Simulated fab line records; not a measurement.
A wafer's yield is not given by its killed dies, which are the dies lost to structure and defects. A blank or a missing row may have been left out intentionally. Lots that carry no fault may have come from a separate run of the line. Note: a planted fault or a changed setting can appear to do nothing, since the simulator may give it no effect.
Struck lot and sound lot, side by side + flow nand harc + 14 steps out of a route of 1302
Sound: wafers L790.3, L790.4, L790.6. Struck: wafer L804.4 (L804.1, L804.2, from the same lot, were not struck and are left out); the cause is given at the end.
Order at every step that has rows: each side's tool, ch and its chambers, its first start. Under that, the readings that differ: sound wafers + struck wafers + difference of the means + sigmas: that difference in standard deviations of wafers without a fault.
alike: words and numbers the same on both sides, and readings whose means are apart by under 2 such deviations; not compared: readings that were withheld, readings missing a value for some wafer, numbers with overlapping values and no deviation given by the record, and bounds like >300 which may hide the same value.
Wherever a step has rows on one side only, a row that says differs or no value, or a row with sigmas, the two part there. Numbers that don't overlap but have no deviation are shown without sigmas and don't part them. A reading that every wafer of one side lacks parts them only if that side has two wafers or more.

NHARC_A_CONTACT_ETCH_112: etches the open film in C4F8/O2/Ar, time 190 s, target depth 1850 nm.
  sound on har cap etch-01 ch 0,1, day 22 13:42; struck on har cap etch-03 ch 1, day 29 03:50
  not compared: rf hours counter h, run length s
then, 3 steps without rows for these wafers: NHARC_A_CONTACT_ETCH_113 (etches the open film in C4F8/O2/Ar, time 190 s, target depth 1850 nm); NHARC_A_CONTACT_ETCH_114 (etches the open film in C4F8/O2/Ar, time 190 s, target depth 1850 nm); NHARC_A_CONTACT_ETCH_115 (etches the open film in C4F8/O2/Ar, time 190 s, target depth 1850 nm).
NHARC_A_CONTACT_ETCH_116: etches the open film in C4F8/O2/Ar, time 190 s, target depth 1850 nm.
  sound on har cap etch-01 ch 0,1, day 22 14:23; struck on har cap etch-03 ch 1, day 29 04:31
  not compared: rf hours counter h, run length s
then, 1 step without rows for these wafers: NHARC_A_CONTACT_ETCH_117 (etches the open film in C4F8/O2/Ar, time 190 s, target depth 1850 nm).
NHARC_A_CONTACT_ETCH_118: etches the open film in C4F8/O2/Ar, time 190 s, target depth 1850 nm.
  sound on har cap etch-01 ch 0,1, day 22 14:44; struck on har cap etch-03 ch 1, day 29 04:52
  not compared: rf hours counter h, run length s
NHARC_A_CONTACT_ETCH_119: etches the open film in C4F8/O2/Ar, time 190 s, target depth 1850 nm.
  sound on har cap etch-01 ch 0,1, day 22 14:54; struck on har cap etch-03 ch 1, day 29 05:02
  not compared: rf hours counter h, run length s
NHARC_A_CONTACT_ETCH_120: etches the open film in C4F8/O2/Ar, time 190 s, target depth 1850 nm.
  sound on har cap etch-01 ch 0,1, day 22 15:04; struck on har cap etch-03 ch 1, day 29 05:12
  not compared: rf hours counter h, run length s
then, 3 steps without rows for these wafers: NHARC_A_CONTACT_ETCH_121 (etches the open film in C4F8/O2/Ar, time 190 s, target depth 1850 nm); NHARC_A_CONTACT_ETCH_122 (etches the open film in C4F8/O2/Ar, time 190 s, target depth 1850 nm); NHARC_A_CONTACT_ETCH_123 (etches the open film in C4F8/O2/Ar, time 490 s, target depth 2110 nm).
NHARC_A_CONTACT_ETCH_90: etches the open film in CH3F/O2, target depth 40 nm, time 85.7 s.
  sound on rie diel-11 ch 0,1,3, day 22 18:27; struck on rie diel-11 ch 0, day 29 06:41
| reading                | sound                | struck | difference | sigmas |
|------------------------|----------------------|--------|------------|--------|
| run length s (s)       | 106.8 106.2 107.9    | 71.8   | -35.2      | -80    |
| throttle valve pct (%) | 20.671 20.660 20.669 | 20.645 | -0.022     | -2     |
  alike: drypump motor current A, oes product au, rf vpp V, showerhead plenum p Torr
  not compared: rf fwd power W, rf hours counter h
then, 1 step without rows for these wafers: NHARC_A_CONTACT_ETCH_96 (etches the open film in C4F6/O2, target depth 20 nm, time 10 s).

== WHERE THEY PART ==
NHARC_A_CONTACT_ETCH_90 only, going by this record.

WHY: the cause the simulator had injected
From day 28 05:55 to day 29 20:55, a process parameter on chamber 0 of rie diel-11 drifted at NHARC_A_CONTACT_ETCH_90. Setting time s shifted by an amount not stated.
